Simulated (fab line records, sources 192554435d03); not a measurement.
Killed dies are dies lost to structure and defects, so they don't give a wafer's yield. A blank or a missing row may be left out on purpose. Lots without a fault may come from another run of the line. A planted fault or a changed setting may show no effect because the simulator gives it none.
fab line records | flow n5_finfet
record lots=11 wafers=33 last_day=18
route steps=1938 shown BEOL_M7@1296 PASSIVATION@1936
lots that met no fault: from a run of the same line without faults
start_h: hours from the record's first day to the start of the lot's first wafer shown | wait_h: hours since the lot's step before | " the same as in the row above | L1.1+2: a row that stands for several wafers | - no value, or no start given | * or withheld: withheld | < > ~ a bound
route shown NAME@n: a module of which the file shows steps, and the number in the route of the first | usual: mean/standard deviation of fault-free wafers | same: alike in all rows | chamber/n: place in a boat | sites: the reading at each site | _std_site: their standard deviation | _edge_site: outer sites' mean less inner sites' | radius_mm: how far each site lies from the wafer's centre | mask NAME#n: copy n | behind: the tool/chamber that last shaped the wafer | hold: why the lot was held/for how many hours/how that ended | device: the transistor (n, p or np) that didn't switch | end of line: the same wafers' tests at the end of the route | a step without rows: its recipe alone | killed: dies lost to structure and defects at the first sort, not the wafer's yield | map: a wafer's dies, x killed, . not, _ none there
set.NAME: the setting as run; set.NAME@STEP: as run at that earlier step | model.NAME: the simulator's own value behind a step, which no gauge read
steps of the route over a sample of lots; a table a step, a row a wafer
services: from which hour (start_h, from the record's first day; less than 0 if before it) a tool's chamber was out of use, for how many hours, and why
## steps
# step N5_BEOL_M7_CD_MEAS_28
# recipe target_cd_nm=40 landing_energy_ev=500 detector=se_inlens
# usual cd_nm=40.03/0.24
# columns lot.wafer tool chamber start_h wait_h cd_nm
L922.2 cd_sem-02 0 238.67 - 40.26
L922.5 " 0 " " 40.08
L922.6 " 0 " " 40.25
L924.2 cd_sem-01 0 242.03 - 39.88
L924.3 " 0 " " 40.06
L924.4 " 0 " " 39.36
L923.3 cd_sem-03 0 242.07 - 40.00
L923.4 " 0 " " 39.91
L923.6 " 0 " " 39.68
L929.2 cd_sem-03 0 277.74 - 40.16
L929.3 " 0 " " 40.08
L929.5 " 0 " " 40.00
L933.1 cd_sem-03 0 283.51 - 39.87
L933.5 " 0 " " 39.98
L933.6 " 0 " " 39.32
L930.2 cd_sem-01 0 287.48 - 40.05
L930.3 " 0 " " 40.25
L930.4 " 0 " " 40.38
L934.2 cd_sem-02 0 309.59 - 39.93
L934.5 " 0 " " 40.40
L934.6 " 0 " " 39.84
L937.1 cd_sem-03 0 316.70 - 39.88
L937.4 " 0 " " 39.93
L937.6 " 0 " " 39.82
L936.1 cd_sem-02 0 318.65 - 39.85
L936.2 " 0 " " 40.49
L936.3 " 0 " " 40.08
L940.3 cd_sem-01 0 339.38 - 39.84
L940.5 " 0 " " 40.10
L940.6 " 0 " " 39.89
L942.2 cd_sem-01 0 361.22 - 39.87
L942.3 " 0 " " 40.12
L942.5 " 0 " " 40.05
# step N5_BEOL_M7_STRIP_36
# recipe chemistry=N2/H2 power_w=450 temp_c=40 pressure_mtorr=20 rf_frequency_hz=6e+07 overash_fraction=0.3 bias_power_w=7 h2_frac=0.5 n2_flow_sccm=200 h2_flow_sccm=200
# usual bias_power_w=7.001/0.02 chamber_pressure_mTorr=20.00/0.034 drypump_motor_current_A=5.7/0.45 oes_product_au=0.80/0.081 rf_vpp_V=59.3/1.5 showerhead_plenum_p_Torr=2.56/0.11 throttle_valve_pct=23.86/0.28
# columns lot.wafer tool chamber start_h wait_h bias_power_w chamber_pressure_mTorr drypump_motor_current_A oes_product_au rf_hours_counter_h rf_vpp_V showerhead_plenum_p_Torr throttle_valve_pct
L922.2 rie_diel-02 0 239.03 0.0 7.003 20.05 5.8 0.70 207 59.7 2.52 23.82
L922.5 " 0 " " 6.987 20.00 5.8 0.71 - 58.0 2.52 23.80
L922.6 " 1 " " 6.978 20.00 5.1 0.88 - 58.2 2.48 23.83
L924.2 rie_diel-05 0 242.38 0.0 6.971 20.02 5.4 0.69 239 57.8 2.42 24.14
L924.3 " 3 " " 7.005 20.06 5.9 0.84 58 57.0 2.69 23.56
L924.4 " 2 " " 6.983 20.09 5.5 0.81 - 62.2 2.45 23.78
L923.3 rie_diel-05 2 242.78 0.0 7.002 20.03 5.6 0.80 103 58.7 2.45 23.75
L923.4 " 0 " " 6.989 19.99 5.4 0.70 - 59.5 2.42 24.15
L923.6 " 3 " " 7.008 19.96 5.9 0.87 - 58.7 2.69 23.60
L929.2 rie_diel-04 2 278.10 0.0 6.989 19.98 6.1 0.83 69 61.8 2.68 23.88
L929.3 " 3 " " 7.032 20.04 6.2 0.76 151 58.1 2.46 24.36
L929.5 " 0 " " 7.008 20.04 4.8 0.88 - 63.4 2.70 23.36
L933.1 rie_diel-04 0 283.99 0.0 7.006 20.00 4.8 0.87 40 60.5 2.70 23.35
L933.5 " 0 " " 7.019 20.03 4.8 0.85 - 60.2 2.70 23.36
L933.6 " 3 " " 7.002 20.02 6.2 0.75 - 57.1 2.45 24.37
L930.2 rie_diel-05 3 287.97 0.0 7.022 19.99 5.9 0.82 76 59.8 2.68 23.61
L930.3 " 1 " " 6.975 19.98 6.3 0.69 220 58.9 2.53 24.22
L930.4 " 2 " " 6.999 19.99 5.5 0.77 - 61.9 2.45 23.79
L934.2 rie_diel-04 3 309.94 0.0 6.983 20.01 6.2 0.74 161 56.8 2.45 24.35
L934.5 " 1 " " 6.997 20.04 5.2 0.97 - 57.6 2.49 23.28
L934.6 " 2 " " 7.003 20.03 6.1 0.78 - 61.0 2.68 23.90
L937.1 rie_diel-05 0 317.41 0.0 6.997 19.97 5.4 0.94 6 57.9 2.73 24.03
L937.4 " 2 " " 6.976 19.99 5.5 0.78 130 59.8 2.44 23.79
L937.6 " 2 " " 6.989 20.02 5.5 0.77 - 60.1 2.44 23.82
L936.1 rie_diel-02 1 319.11 0.0 6.984 19.96 5.0 0.84 55 61.6 2.47 23.87
L936.2 " 0 " " 7.020 19.99 5.7 0.69 235 60.0 2.51 23.82
L936.3 " 2 " " 7.020 20.00 5.8 0.81 76 58.8 2.68 23.87
L940.3 rie_diel-05 3 339.73 0.0 7.000 20.04 5.9 0.79 92 57.9 2.68 23.62
L940.5 " 1 " " 6.996 20.03 6.3 0.68 - 57.1 2.52 24.26
L940.6 " 2 " " 7.005 20.03 5.5 0.77 - 59.0 2.44 23.87
L942.2 rie_diel-05 1 361.75 0.0 7.024 19.98 6.3 0.67 243 59.6 2.52 24.25
L942.3 " 2 " " 7.008 20.00 5.5 0.75 145 57.8 2.44 23.83
L942.5 " 2 " " 6.977 19.97 5.5 0.76 - 55.3 2.44 23.84
# step N5_BEOL_M7_STRIP_80
# recipe chemistry=N2/H2 time_s=10 power_w=450 temp_c=40 pressure_mtorr=20 rf_frequency_hz=6e+07 bias_power_w=7 n2_flow_sccm=200 h2_flow_sccm=200
# usual bias_power_w=6.998/0.02 chamber_pressure_mTorr=20.001/0.019 drypump_motor_current_A=5.7/0.45 oes_product_au=0.80/0.082 rf_vpp_V=59.2/0.92 showerhead_plenum_p_Torr=2.56/0.11 throttle_valve_pct=23.86/0.28
# columns lot.wafer tool chamber start_h wait_h bias_power_w chamber_pressure_mTorr drypump_motor_current_A oes_product_au rf_hours_counter_h rf_vpp_V showerhead_plenum_p_Torr throttle_valve_pct
L922.2 rie_diel-02 0 239.14 - 7.025 20.000 5.7 0.69 207 58.8 2.52 23.80
L922.5 " 0 " " 7.023 20.007 5.7 0.69 - 56.8 2.52 23.82
L922.6 " 1 " " 6.999 20.012 5.1 0.90 - 58.9 2.48 23.84
L924.2 rie_diel-05 0 242.50 - 6.984 19.975 5.4 0.69 239 58.3 2.42 24.13
L924.3 " 3 " " 6.986 20.023 5.9 0.86 58 59.5 2.69 23.58
L924.4 " 2 " " 7.010 19.988 5.5 0.80 - 59.4 2.45 23.78
L923.3 rie_diel-05 2 242.90 - 6.972 19.973 5.5 0.80 103 57.9 2.45 23.77
L923.4 " 0 " " 7.005 19.999 5.4 0.69 - 59.5 2.42 24.16
L923.6 " 3 " " 7.007 19.979 5.9 0.85 - 59.7 2.69 23.58
L929.2 rie_diel-04 2 278.22 - - - - - - - - -
L929.3 " 3 " " - - - - - - - -
L929.5 " 0 " " - - - - - - - -
L933.1 rie_diel-04 0 284.11 - 6.980 20.010 4.8 0.86 40 58.4 2.70 23.37
L933.5 " 0 " " 7.000 19.989 4.8 0.88 - 60.3 2.70 23.37
L933.6 " 3 " " 7.003 20.021 6.2 0.76 - 61.0 2.46 24.35
L930.2 rie_diel-05 3 288.09 - - - - - - - - -
L930.3 " 1 " " - - - - - - - -
L930.4 " 2 " " - - - - - - - -
L934.2 rie_diel-04 3 310.06 - 7.005 20.005 6.2 0.76 161 58.6 2.45 24.33
L934.5 " 1 " " 7.016 20.021 5.2 0.98 - 58.5 2.49 23.25
L934.6 " 2 " " 7.020 20.011 6.1 0.80 - 59.0 2.68 23.93
L937.1 rie_diel-05 0 317.52 - 6.990 19.997 5.4 0.96 6 59.9 2.73 24.04
L937.4 " 2 " " 6.998 19.967 5.5 0.78 130 59.1 2.44 23.80
L937.6 " 2 " " 6.999 20.032 5.5 0.77 - 58.0 2.44 23.81
L936.1 rie_diel-02 1 319.23 - 6.996 20.043 5.1 0.86 55 59.8 2.47 23.87
L936.2 " 0 " " 6.989 20.012 5.8 0.68 235 58.9 2.51 23.84
L936.3 " 2 " " 7.000 20.014 5.9 0.81 76 60.6 2.68 23.87
L940.3 rie_diel-05 3 339.85 - 6.984 19.986 5.9 0.81 92 60.4 2.68 23.63
L940.5 " 1 " " 7.022 20.023 6.3 0.68 - 59.7 2.52 24.26
L940.6 " 2 " " 6.977 20.001 5.5 0.76 - 57.3 2.44 23.82
L942.2 rie_diel-05 1 361.87 - 7.021 19.994 6.3 0.68 244 58.4 2.52 24.27
L942.3 " 2 " " 6.992 19.994 5.5 0.76 145 58.9 2.44 23.82
L942.5 " 2 " " 6.989 19.976 5.5 0.76 - 58.3 2.44 23.82
# step N5_BEOL_M7_SURFACE_TREAT_79
# recipe gas=Ar time_s=* ion_energy_ev=* ion_current_ma_cm2=0.5 pressure_mtorr=* ar_flow_sccm=30
# usual throttle_valve_pct=*
# columns lot.wafer tool chamber start_h wait_h throttle_valve_pct
L922.2 pvd_sputter-02 - 240.35 0.2 *
L922.5 " - " " *
L922.6 " - " " *
L924.2 pvd_sputter-03 - 243.96 0.4 *
L924.3 " - " " *
L924.4 " - " " *
L923.3 pvd_sputter-01 - 244.31 0.4 *
L923.4 " - " " *
L923.6 " - " " *
L929.2 pvd_sputter-01 - 280.99 1.8 *
L929.3 " - " " *
L929.5 " - " " *
L933.1 pvd_sputter-01 - 285.18 0.2 *
L933.5 " - " " *
L933.6 " - " " *
L930.2 pvd_sputter-01 - 289.76 0.3 *
L930.3 " - " " *
L930.4 " - " " *
L934.2 pvd_sputter-02 - 311.20 0.2 *
L934.5 " - " " *
L934.6 " - " " *
L937.1 pvd_sputter-02 - 319.02 0.2 *
L937.4 " - " " *
L937.6 " - " " *
L936.1 pvd_sputter-03 - 320.91 0.2 *
L936.2 " - " " *
L936.3 " - " " *
L940.3 pvd_sputter-01 - 341.08 0.2 *
L940.5 " - " " *
L940.6 " - " " *
L942.2 pvd_sputter-01 - 363.14 0.2 *
L942.3 " - " " *
L942.5 " - " " *
# step N5_PASSIVATION_PROBE_49
# usual defect_limited_yield=91.1/1.5 killed_at_M0_to_M3=33/9.9 killed_at_M4_up=14/5.2 killed_at_contacts=12/6.7 killed_at_front_end=43/13 killed_at_other=3.4/2.7 killed_dies=105/17 killed_open=69/13 killed_short=33/7.5 sort_bin_5_function=5.2/0.91 sort_bin_6_memory=3.3/0.71 sort_bin_8_speed=0.00/0.032 sort_n_pass=1075/17 sort_yield_pct=91.1/1.5
# same gross_dies=1180 killed_at_back_side=0 sort_bin_4_leakage[%]=0
# columns lot.wafer tool chamber start_h wait_h defect_limited_yield[%] killed_at_M0_to_M3 killed_at_M4_up killed_at_contacts killed_at_front_end killed_at_other killed_dies killed_open killed_short sort_bin_5_function[%] sort_bin_6_memory[%] sort_bin_8_speed[%] sort_n_pass sort_yield_pct[%]
L929.2 prober-01 - 356.44 0.1 87.8 32 55 20 37 0 144 105 39 7.4 4.7 0 1036 87.8
L929.3 prober-01 - 356.49 0.1 87.1 32 60 18 38 4 152 105 45 7.8 4.9 0 1028 87.1
L929.5 prober-01 - 356.59 0.2 84.9 41 51 31 50 5 178 119 59 9.0 5.4 0 1002 84.9
L930.2 prober-01 - 365.10 0.1 87.0 37 71 7 34 4 153 116 35 6.8 5.7 0 1027 87.0
L930.3 prober-01 - 365.15 0.2 87.6 34 68 3 40 1 146 106 39 7.4 4.7 0 1034 87.6
L930.4 prober-01 - 365.20 0.2 90.5 30 45 4 30 3 112 82 30 6.5 2.9 0 1068 90.5
# killed by level:class
L929.2 BEOL_M7:geometric_particle:open=36 MOL_CONTACT_COAG:geometric_particle:open=15 FIN_SAQP:geometric_particle:open=14 BEOL_M3:geometric_particle:open=9 BEOL_M1:geometric_particle:open=8 BEOL_M7:geometric_particle:short=8 FIN_SAQP:geometric_particle:short=6 BEOL_M0_SAQP:geometric_particle:short=6
L929.3 BEOL_M7:geometric_particle:open=37 STI_FIN_REVEAL:geometric_particle:open=13 BEOL_M7:geometric_particle:short=12 MOL_CONTACT_COAG:geometric_particle:open=11 BEOL_M3:geometric_particle:open=9 MOL_CONTACT_COAG:geometric_particle:short=7 BEOL_M0_SAQP:geometric_particle:open=6 BEOL_M5:geometric_particle:open=5
L929.5 BEOL_M7:geometric_particle:open=31 MOL_CONTACT_COAG:geometric_particle:open=26 STI_FIN_REVEAL:geometric_particle:open=21 BEOL_M7:geometric_particle:short=12 BEOL_M0_SAQP:geometric_particle:open=10 BEOL_M0_SAQP:geometric_particle:short=9 FIN_SAQP:geometric_particle:short=7 BEOL_M3:geometric_particle:open=7
L930.2 BEOL_M7:geometric_particle:open=38 BEOL_M4:geometric_particle:open=17 BEOL_M2:geometric_particle:open=9 GATE_CUT:geometric_particle:open=8 BEOL_M0_SAQP:geometric_particle:open=8 STI_FIN_REVEAL:geometric_particle:open=7 BEOL_M0_SAQP:geometric_particle:short=6 BEOL_M7:geometric_particle:short=5
L930.3 BEOL_M7:geometric_particle:open=38 BEOL_M4:geometric_particle:open=13 FIN_SAQP:geometric_particle:open=12 BEOL_M0_SAQP:geometric_particle:short=12 BEOL_M7:geometric_particle:short=11 STI_FIN_REVEAL:geometric_particle:open=9 BEOL_M0_SAQP:geometric_particle:open=7 DUMMY_GATE:geometric_particle:open=6
L930.4 BEOL_M7:geometric_particle:open=33 BEOL_M2:geometric_particle:open=13 FIN_SAQP:geometric_particle:open=7 BEOL_M3:geometric_particle:open=7 BEOL_M7:geometric_particle:short=7 FIN_SAQP:geometric_particle:short=5 GATE_CUT:geometric_particle:open=4 MOL_CONTACT_COAG:geometric_particle:open=4
## services
# columns tool chamber start_h hours kind
rie_diel-05 1 238.66 19.1 repair
rie_diel-02 3 253.47 2.3 repair
rie_diel-04 1 263.33 - clean
rie_diel-04 1 263.33 - consumable_replace:focus_ring
rie_diel-04 1 263.33 21.3 scheduled_down
rie_diel-04 1 263.33 21.3 vent_cycle
rie_diel-05 0 273.24 - clean
rie_diel-05 0 273.24 - consumable_replace:focus_ring
rie_diel-05 0 273.24 - consumable_replace:showerhead
pvd_sputter-01 - 312.40 8.6 repair
rie_diel-04 3 352.37 5.9 repair
## key
first_sign step=N5_BEOL_M7_STRIP_80 reading=tool_record direction=missing
effect step=N5_PASSIVATION_PROBE_49 reading=killed_at_M4_up direction=up sigmas=8.5 usual=14 struck=58
more_kills_born_at N5_BEOL_M7_STRIP_80@rie_diel-04=131 N5_BEOL_M7_STRIP_80@rie_diel-05=129
met_at N5_BEOL_M7_STRIP_80
struck_lots L929,L930
not_acting_at N5_BEOL_M7_CD_MEAS_28,N5_BEOL_M7_STRIP_36,N5_BEOL_M7_SURFACE_TREAT_79
onset_between 242.90 278.22
fault kind=skipped_step_whole tool=rie_diel-04,rie_diel-05 chamber=- onset_h=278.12 steps=N5_BEOL_M7_STRIP_80 scope=struck_lots_only
